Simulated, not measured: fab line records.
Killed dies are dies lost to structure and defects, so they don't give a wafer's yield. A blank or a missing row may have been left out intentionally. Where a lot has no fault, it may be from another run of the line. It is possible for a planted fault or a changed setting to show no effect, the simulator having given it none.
Which tool is to blame? | flow nand harc | Sampling: 10 lots, 27 wafers, 9 of 1302 route steps

WHAT EACH GAUGE READ, for each wafer
NHARC_A_ONON_D1_THK_MEAS_21: measures by ellipsometry.
lot  | measured     | on            | thk nm (nm)
L463 | day 8 22:47  | film metro-02 | 985 984 985
L465 | day 9 23:29  | film metro-02 | 1004 1003 1004
L467 | day 10 13:01 | film metro-02 | 1004 1001 1002
L469 | day 11 17:01 | film metro-01 | 1007 1006 1005
L477 | day 14 23:32 | film metro-01 | 1008 1008 1006
L478 | day 15 05:11 | film metro-01 | 1014 1016
L479 | day 15 21:41 | film metro-02 | 1004 1005
L481 | day 16 04:28 | film metro-02 | 979 977
L482 | day 17 04:27 | film metro-01 | 1015 1016 1014
L484 | day 17 17:26 | film metro-02 | 989 990 990

NHARC_A_CHANNEL_HOLE_D1_CD_MEAS_10 targets a cd of 100 nm.
lot  | measured     | on        | cd nm (nm)
L463 | day 9 05:56  | cd sem-02 | 100.4 99.9 99.6
L465 | day 10 04:20 | cd sem-01 | 99.5 100.4 99.3
L467 | day 10 18:41 | cd sem-02 | 100.0 100.0 99.7
L469 | day 12 01:50 | cd sem-02 | 98.8 98.6 99.5
L477 | day 15 06:32 | cd sem-02 | 99.6 99.6 100.3
L478 | day 15 14:11 | cd sem-03 | 100.1 116.3
L479 | day 16 02:31 | cd sem-03 | 99.9 116.3
L481 | day 16 11:07 | cd sem-01 | 99.7 115.6
L482 | day 17 09:22 | cd sem-01 | 100.0 99.5 99.7
L484 | day 17 23:05 | cd sem-01 | 99.8 100.4 100.5

NHARC_A_CHANNEL_HOLE_D1_CD_MEAS_30.
lot  | measured     | on        | cd nm (nm)
L463 | day 9 15:11  | cd sem-03 | 90.9 91.2 90.5
L465 | day 10 11:13 | cd sem-02 | 89.3 89.9 90.0
L467 | day 11 01:36 | cd sem-01 | 89.9 90.3 89.6
L469 | day 12 08:59 | cd sem-03 | 87.8 87.6 87.4
L477 | day 15 17:34 | cd sem-03 | 89.1 89.1 89.6
L478 | day 15 21:43 | cd sem-03 | 89.8 105.8
L479 | day 16 11:07 | cd sem-02 | 90.4 106.2
L481 | day 16 18:14 | cd sem-02 | 89.7 107.6
L482 | day 17 19:42 | cd sem-03 | 88.7 89.8 89.3
L484 | day 18 08:35 | cd sem-02 | 89.4 88.7 90.6

NHARC_END_WLT_00.
lot  | measured     | on        | VT_DECK1_BOTTOM   | VT_DECK1_BOTTOM_INNER | VT_DECK1_MEDIAN_NEAR_BOTTOM | VT_DECK1_MEDIAN_NEAR_BOTTOM_INNER | VT_DECK1_MIDDLE   | VT_DECK1_MIDDLE_INNER | VT_DECK1_TOP      | VT_DECK1_TOP_INNER | VT_DECK2_BOTTOM   | VT_DECK2_BOTTOM_INNER | VT_DECK2_MEDIAN_NEAR_BOTTOM | VT_DECK2_MEDIAN_NEAR_BOTTOM_INNER | VT_DECK2_MIDDLE   | VT_DECK2_MIDDLE_INNER | VT_DECK2_TOP      | VT_DECK2_TOP_INNER
L463 | day 24 16:49 | prober-02 | 0.883 0.875 0.878 | 0.876 0.879 0.875     | 0.874 0.885 0.878           | 0.882 0.875 0.872                 | 0.882 0.896 0.894 | 0.891 0.895 0.883     | 0.908 0.897 0.903 | 0.902 0.895 0.897  | 0.869 0.871 0.873 | 0.880 0.874 0.874     | 0.880 0.876 0.880           | 0.873 0.866 0.869                 | 0.891 0.886 0.882 | 0.891 0.890 0.894     | 0.897 0.893 0.895 | 0.900 0.896 0.904
L465 | day 25 14:06 | prober-02 | 0.859 0.865 0.869 | 0.861 0.872 0.865     | 0.868 0.875 0.866           | 0.868 0.875 0.882                 | 0.884 0.881 0.887 | 0.881 0.883 0.879     | 0.899 0.891 0.895 | 0.896 0.888 0.893  | 0.883 0.874 0.870 | 0.876 0.873 0.875     | 0.878 0.881 0.877           | 0.871 0.881 0.880                 | 0.894 0.886 0.890 | 0.886 0.890 0.883     | 0.896 0.896 0.901 | 0.907 0.898 0.902
L467 | day 26 06:57 | prober-01 | 0.873 0.865 0.869 | 0.865 0.865 0.863     | 0.866 0.865 0.870           | 0.873 0.867 0.871                 | 0.877 0.883 0.885 | 0.880 0.878 0.883     | 0.891 0.894 0.887 | 0.893 0.890 0.888  | 0.855 0.862 0.862 | 0.868 0.864 0.860     | 0.860 0.855 0.865           | 0.869 0.856 0.859                 | 0.886 0.869 0.878 | 0.872 0.878 0.876     | 0.884 0.887 0.897 | 0.889 0.887 0.893
L469 | day 28 05:26 | prober-01 | 0.867 0.858 0.869 | 0.864 0.865 0.864     | 0.869 0.857 0.858           | 0.863 0.864 0.863                 | 0.882 0.874 0.881 | 0.878 0.882 0.880     | 0.894 0.899 0.886 | 0.898 0.890 0.899  | 0.878 0.886 0.884 | 0.883 0.880 0.886     | 0.881 0.883 0.890           | 0.873 0.884 0.883                 | 0.889 0.892 0.888 | 0.892 0.901 0.895     | 0.905 0.906 0.912 | 0.900 0.907 0.911
L477 | day 31 12:34 | prober-02 | 0.872 0.865 0.867 | 0.866 0.875 0.870     | 0.865 0.873 0.872           | 0.867 0.875 0.871                 | 0.889 0.888 0.885 | 0.885 0.884 0.887     | 0.893 0.903 0.897 | 0.897 0.901 0.894  | 0.875 0.865 0.867 | 0.860 0.867 0.868     | 0.865 0.859 0.872           | 0.869 0.871 0.875                 | 0.877 0.879 0.880 | 0.885 0.875 0.881     | 0.883 0.890 0.895 | 0.894 0.898 0.898
L478 | day 31 00:01 | prober-01 | 0.873 0.911       | 0.873 0.912           | 0.875 0.917                 | 0.870 0.910                       | 0.881 0.916       | 0.889 0.911           | 0.889 0.923       | 0.892 0.935        | 0.865 0.867       | 0.866 0.863           | 0.862 0.869                 | 0.863 0.856                       | 0.876 0.879       | 0.879 0.882           | 0.890 0.886       | 0.890 0.889
L479 | day 32 18:00 | prober-02 | 0.874 0.912       | 0.862 0.908           | 0.875 0.915                 | 0.874 0.917                       | 0.887 0.917       | 0.882 0.911           | 0.889 0.925       | 0.893 0.928        | 0.860 0.861       | 0.863 0.870           | 0.874 0.870                 | 0.868 0.869                       | 0.888 0.886       | 0.879 0.887           | 0.899 0.891       | 0.895 0.896
L481 | day 32 16:12 | prober-01 | 0.874 0.910       | 0.874 0.910           | 0.864 0.909                 | 0.874 0.905                       | 0.874 0.921       | 0.882 0.918           | 0.896 0.931       | 0.889 0.922        | 0.879 0.870       | 0.873 0.870           | 0.876 0.877                 | 0.886 0.879                       | 0.886 0.889       | 0.893 0.890           | 0.896 0.894       | 0.892 0.894
L482 | day 33 07:52 | prober-01 | 0.877 0.869 0.873 | 0.868 0.878 0.872     | 0.878 0.873 0.878           | 0.870 0.874 0.881                 | 0.882 0.892 0.888 | 0.890 0.891 0.885     | 0.893 0.899 0.896 | 0.901 0.898 0.902  | 0.859 0.864 0.849 | 0.859 0.858 0.859     | 0.858 0.862 0.865           | 0.862 0.856 0.864                 | 0.882 0.879 0.870 | 0.868 0.878 0.876     | 0.885 0.892 0.880 | 0.891 0.885 0.881
L484 | day 33 15:37 | prober-01 | 0.867 0.871 0.868 | 0.869 0.869 0.867     | 0.863 0.868 0.876           | 0.868 0.871 0.873                 | 0.885 0.878 0.878 | 0.878 0.880 0.882     | 0.880 0.898 0.896 | 0.895 0.893 0.897  | 0.880 0.876 0.881 | 0.883 0.886 0.877     | 0.879 0.877 0.898           | 0.884 0.880 0.888                 | 0.892 0.889 0.887 | 0.897 0.890 0.894     | 0.898 0.903 0.905 | 0.910 0.904 0.911

NHARC_END_SORT_01.
lot  | measured     | on        | killed at array | killed at other | killed at periphery | killed dies | killed open | killed short
L478 | day 31 03:18 | prober-01 | 61 189          | 5 3             | 2 0                 | 68 192      | 1 2         | 1 1

WHAT TOOL EACH LOT RAN ON (gives the tool, then ch and the chambers of the sampled wafers, and finally the start)
lot  | NHARC_A_ONON_D1_DEP_33          | NHARC_A_CHANNEL_HOLE_D1_DEP_01  | NHARC_A_CHANNEL_HOLE_D1_PEB_08    | NHARC_A_CHANNEL_HOLE_D1_XSEM_31
L463 | pecvd-02 ch 0,1,2, day 9 00:41  | pecvd-01 ch 0,1,2, day 9 05:25  | litho track-06 ch 0, day 9 05:51  | xsem-02 ch 0, day 9 15:17
L465 | pecvd-04 ch 0,1,2, day 10 01:14 | pecvd-01 ch 0,1,2, day 10 03:46 | litho track-06 ch 0, day 10 04:16 | xsem-01 ch 0, day 10 11:19
L467 | pecvd-04 ch 0,1,2, day 10 15:02 | pecvd-03 ch 1,2, day 10 18:02   | litho track-06 ch 0, day 10 18:37 | xsem-01 ch 0, day 11 01:41
L469 | pecvd-02 ch 0,1,2, day 11 18:51 | pecvd-03 ch 0,1,2, day 12 01:11 | litho track-06 ch 0, day 12 01:46 | xsem-02 ch 0, day 12 09:04
L477 | pecvd-02 ch 0,1,2, day 15 01:17 | pecvd-03 ch 0,1,2, day 15 05:57 | litho track-06 ch 0, day 15 06:28 | xsem-01 ch 0, day 15 17:39
L478 | pecvd-04 ch 1,2, day 15 06:57   | pecvd-01 ch 1,2, day 15 13:35   | litho track-06 ch 0, day 15 14:07 | xsem-01 ch 0, day 15 21:49
L479 | pecvd-03 ch 0,2, day 15 23:32   | pecvd-02 ch 1,2, day 16 01:58   | litho track-06 ch 0, day 16 02:26 | xsem-01 ch 0, day 16 11:13
L481 | pecvd-04 ch 0,2, day 16 06:19   | pecvd-01 ch 1,2, day 16 10:23   | litho track-06 ch 0, day 16 11:02 | xsem-02 ch 0, day 16 18:19
L482 | pecvd-02 ch 0,1,2, day 17 06:12 | pecvd-03 ch 0,1, day 17 08:40   | litho track-01 ch 0, day 17 09:17 | xsem-01 ch 0, day 17 19:47
L484 | pecvd-04 ch 0,1,2, day 17 19:11 | pecvd-01 ch 0,1,2, day 17 22:31 | litho track-04 ch 0, day 17 23:01 | xsem-01 ch 0, day 18 08:40
- NHARC_A_ONON_D1_DEP_33: deposits SiO2, target thk 200 nm.
- NHARC_A_CHANNEL_HOLE_D1_DEP_01: deposits SiON, target thk 140 nm.
- NHARC_A_CHANNEL_HOLE_D1_PEB_08: peb time 65 s.
- NHARC_A_CHANNEL_HOLE_D1_XSEM_31

WHAT THE TOOLS THEMSELVES READ (means of the sampled wafers that have a number; where no wafer has one, the mark that the record gives instead)
NHARC_A_ONON_D1_DEP_33.
lot  | tool     | heater power w (W) | throttle valve pct (%)
L463 | pecvd-02 | 551                | 16.3
L465 | pecvd-04 | 502                | 15.9
L467 | pecvd-04 | 496                | 16.2
L469 | pecvd-02 | 514                | 15.8
L477 | pecvd-02 | 570                | 16.0
L478 | pecvd-04 | 440                | 16.0
L479 | pecvd-03 | 540                | 15.8
L481 | pecvd-04 | 478                | 16.2
L482 | pecvd-02 | 548                | 15.9
L484 | pecvd-04 | 520                | 16.3

NHARC_A_CHANNEL_HOLE_D1_DEP_01.
lot  | tool     | heater power w (W)
L463 | pecvd-01 | 675
L465 | pecvd-01 | 650
L467 | pecvd-03 | 728
L469 | pecvd-03 | 754
L477 | pecvd-03 | 750
L478 | pecvd-01 | 606
L479 | pecvd-02 | 743
L481 | pecvd-01 | 669
L482 | pecvd-03 | 740
L484 | pecvd-01 | 688

NHARC_A_CHANNEL_HOLE_D1_PEB_08.
lot  | tool           | heater power total W (W)
L463 | litho track-06 | 156.6
L465 | litho track-06 | 156.5
L467 | litho track-06 | 156.7
L469 | litho track-06 | 156.6
L477 | litho track-06 | 156.5
L478 | litho track-06 | 156.8
L479 | litho track-06 | 156.6
L481 | litho track-06 | 156.4
L482 | litho track-01 | 156.6
L484 | litho track-04 | 156.7

NHARC_A_CHANNEL_HOLE_D1_XSEM_31.
lot  | tool    | bot cd nm (nm) | bow nm (nm) | tilt deg (degrees)
L463 | xsem-02 | 76.0           | 8.56        | 0.09
L465 | xsem-01 | 74.6           | 8.94        | 0.07
L467 | xsem-01 | 75.6           | 8.48        | 0.13
L469 | xsem-02 | 72.5           | 8.40        | 0.10
L477 | xsem-01 | 74.2           | 8.81        | 0.08
L478 | xsem-01 | 80.8           | 9.20        | 0.10
L479 | xsem-01 | 83.0           | 8.57        | 0.06
L481 | xsem-02 | 83.2           | 8.32        | 0.09
L482 | xsem-01 | 74.1           | 9.11        | 0.08
L484 | xsem-01 | 73.7           | 8.10        | 0.14

THE ANSWER, worked out from the rows above alone
Rule: usual is defined by the lots themselves. The widest of any qualifying gaps counts: lots, ordered by their means at a reading, are off when they make up no more than a third of the lots, leave a main group of 4 or more, and stand apart from it by 3 or more times the standard deviation of that group's means. A main group whose means are all the same, to the digits that the tables above print for the reading, isn't used. Also off: a lot with no number at a reading for which 4 or more lots have one. Where the step has rows for the other lots, those lots are counted as sound. After the gauges, taken in route order, come the tools' own readings; for these a lot's mean is taken, as printed above. The first step at which some lot is off is used, and at that step the reading that is off furthest; a lot without a number counts as furthest.
Off, at NHARC_A_CHANNEL_HOLE_D1_CD_MEAS_10 on cd nm: L478, L479, L481. The main group has a mean of 99.8 nm with a standard deviation of 0.36.
If a tool, at a process step before that reading, ran all the lots that are off and no sound lot after the first of them, it fits. The gauges at NHARC_A_CHANNEL_HOLE_D1_CD_MEAS_10 aren't tried: what is off there is off at NHARC_END_WLT_00 too, on other tools, and a gauge's error can't cause that. One fits: NHARC_A_CHANNEL_HOLE_D1_PEB_08 on litho track-06. Its last sound lot is L477 (day 15 06:28), its first lot that is off L478 (day 15 14:07): a fault that began between those two fits.

WHAT THE SIMULATOR HAD PUT IN
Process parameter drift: litho track-06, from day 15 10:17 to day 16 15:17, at NHARC_A_CHANNEL_HOLE_D1_PEB_08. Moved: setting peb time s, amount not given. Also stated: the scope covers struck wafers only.
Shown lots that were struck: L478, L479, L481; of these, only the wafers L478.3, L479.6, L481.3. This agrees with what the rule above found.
